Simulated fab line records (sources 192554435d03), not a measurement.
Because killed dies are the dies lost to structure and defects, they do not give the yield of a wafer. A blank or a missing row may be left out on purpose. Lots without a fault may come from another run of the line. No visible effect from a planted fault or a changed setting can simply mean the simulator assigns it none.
Matching of chambers || flow n5 finfet || N5_MOL_CONTACT_COAG_STRIP_96 on rie diel-03: 4 sister chambers
The step strips in N2/H2. 8 wafers are shown with their chamber, then 9 later ones without.

## WAFERS PAIRED WITH THEIR CHAMBERS
{"wafer": "L074.5", "chamber": 3, "throttle valve pct (%)": 19.1, "showerhead plenum p Torr (Torr)": 3.17}
{"wafer": "L080.4", "chamber": 3, "throttle valve pct (%)": 19.1, "showerhead plenum p Torr (Torr)": 3.16}
{"wafer": "L084.3", "chamber": 1, "throttle valve pct (%)": 18.4, "showerhead plenum p Torr (Torr)": 3.41}
{"wafer": "L088.3", "chamber": 1, "throttle valve pct (%)": 18.5, "showerhead plenum p Torr (Torr)": 3.41}
{"wafer": "L088.4", "chamber": 0, "throttle valve pct (%)": 19.5, "showerhead plenum p Torr (Torr)": 3.35}
{"wafer": "L089.1", "chamber": 2, "throttle valve pct (%)": 18.6, "showerhead plenum p Torr (Torr)": 3.36}
{"wafer": "L089.4", "chamber": 0, "throttle valve pct (%)": 19.5, "showerhead plenum p Torr (Torr)": 3.35}
{"wafer": "L089.5", "chamber": 2, "throttle valve pct (%)": 18.6, "showerhead plenum p Torr (Torr)": 3.36}

## WAFERS MISSING THEIR CHAMBER
{"wafer": "L092.2", "throttle valve pct (%)": 18.6, "showerhead plenum p Torr (Torr)": 3.36}
{"wafer": "L092.3", "throttle valve pct (%)": 19.5, "showerhead plenum p Torr (Torr)": 3.35}
{"wafer": "L092.4", "throttle valve pct (%)": 18.5, "showerhead plenum p Torr (Torr)": 3.40}
{"wafer": "L093.1", "throttle valve pct (%)": 18.5, "showerhead plenum p Torr (Torr)": 3.40}
{"wafer": "L093.3", "throttle valve pct (%)": 18.7, "showerhead plenum p Torr (Torr)": 3.56}
{"wafer": "L093.6", "throttle valve pct (%)": 18.6, "showerhead plenum p Torr (Torr)": 3.36}
{"wafer": "L095.1", "throttle valve pct (%)": 19.5, "showerhead plenum p Torr (Torr)": 3.35}
{"wafer": "L095.3", "throttle valve pct (%)": 18.6, "showerhead plenum p Torr (Torr)": 3.35}
{"wafer": "L095.4", "throttle valve pct (%)": 18.7, "showerhead plenum p Torr (Torr)": 3.56}

## THE CHAMBER EACH PASSED THROUGH
{"wafer": "L092.2", "from the rows above": 2, "in truth": 2}
{"wafer": "L092.3", "from the rows above": 0, "in truth": 0}
{"wafer": "L092.4", "from the rows above": 1, "in truth": 1}
{"wafer": "L093.1", "from the rows above": 1, "in truth": 1}
{"wafer": "L093.3", "from the rows above": 1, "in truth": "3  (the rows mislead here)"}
{"wafer": "L093.6", "from the rows above": 2, "in truth": 2}
{"wafer": "L095.1", "from the rows above": 0, "in truth": 0}
{"wafer": "L095.3", "from the rows above": 2, "in truth": 2}
{"wafer": "L095.4", "from the rows above": 1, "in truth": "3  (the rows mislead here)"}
Correctly placed: 7 of 9. Can't be placed from these rows: 0. 2 placed wrongly.
How it was worked out, from the rows above alone: a wafer's distance from a chamber is the root of the sum, over the readings, of the square of ((its reading less the chamber's mean) divided by the reading's scatter). If the next closest chamber is less than 2 further off than the closest, the wafer can't be placed; otherwise it belongs to the closest. Each chamber's mean is taken over the wafers shown for it. How the scatter is found: for the shown wafers, subtract from each reading the mean of its chamber, square and add these, divide the total by (wafers less chambers), then take the root.
